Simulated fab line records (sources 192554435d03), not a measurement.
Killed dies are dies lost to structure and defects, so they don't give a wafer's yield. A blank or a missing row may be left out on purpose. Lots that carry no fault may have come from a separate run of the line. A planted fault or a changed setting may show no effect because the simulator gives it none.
Matching of chambers + flow n5-finfet + 4 sister chambers for N5_BEOL_M7_ALD_77 on ald-metal-03
The step deposits TaN, target thk 2 nm, pulse time 2 s, purge time 3 s. 22 wafers are shown with their chamber, then 11 later ones without.

== WAFERS PAIRED WITH THEIR CHAMBERS ==
| wafer  | chamber | heater-power-w (W) |
|--------|---------|--------------------|
| L075.1 | 3       | 420                |
| L075.2 | 1       | 385                |
| L075.3 | 0       | 376                |
| L074.2 | 1       | 377                |
| L074.3 | 2       | 414                |
| L074.6 | 2       | 427                |
| L076.1 | 2       | 430                |
| L076.3 | 3       | 421                |
| L076.4 | 0       | 379                |
| L078.1 | 0       | 389                |
| L078.2 | 2       | 417                |
| L078.5 | 3       | 435                |
| L083.3 | 3       | 419                |
| L083.5 | 2       | 430                |
| L083.6 | 1       | 384                |
| L085.3 | 2       | 423                |
| L085.4 | 0       | 374                |
| L085.6 | 3       | 419                |
| L089.1 | 3       | 411                |
| L089.5 | 3       | 415                |
| L089.6 | 0       | 382                |
| L090.3 | 2       | 419                |

SIGNATURES (means of the wafers above)
| reading        | chamber 0 | chamber 1 | chamber 2 | chamber 3 | scatter within a chamber |
|----------------|-----------|-----------|-----------|-----------|--------------------------|
| heater-power-w | 380.00    | 382.00    | 422.86    | 420.00    | 6.48                     |
Rule: a wafer's distance from a chamber is the root of the sum, over the readings, of the square of ((its reading less the chamber's mean) divided by the reading's scatter). If the next closest chamber is less than 2 further off than the closest, the wafer can't be placed; otherwise it belongs to the closest. The scatter: take each reading less its chamber's mean, square it, sum over the shown wafers, divide by the number of wafers less the number of chambers, and take the root.

== WAFERS MISSING THEIR CHAMBER ==
| wafer  | heater-power-w (W) |
|--------|--------------------|
| L090.5 | 415                |
| L090.6 | 385                |
| L093.2 | 432                |
| L093.3 | 377                |
| L093.4 | 426                |
| L092.4 | 385                |
| L092.5 | 419                |
| L092.6 | 377                |
| L094.1 | 418                |
| L094.4 | 379                |
| L094.5 | 412                |

== WHICH CHAMBER EACH ONE RAN IN ==
| wafer  | from the rows above     | in truth |
|--------|-------------------------|----------|
| L090.5 | can't be placed: 3 or 2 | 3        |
| L090.6 | can't be placed: 1 or 0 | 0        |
| L093.2 | can't be placed: 2 or 3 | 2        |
| L093.3 | can't be placed: 0 or 1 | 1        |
| L093.4 | can't be placed: 2 or 3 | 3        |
| L092.4 | can't be placed: 1 or 0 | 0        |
| L092.5 | can't be placed: 3 or 2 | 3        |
| L092.6 | can't be placed: 0 or 1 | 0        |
| L094.1 | can't be placed: 3 or 2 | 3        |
| L094.4 | can't be placed: 0 or 1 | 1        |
| L094.5 | can't be placed: 3 or 2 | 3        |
Placed correctly: 0 of 11. These rows do not allow placing 11 (true chamber among the candidates in 11). 0 placed wrongly.
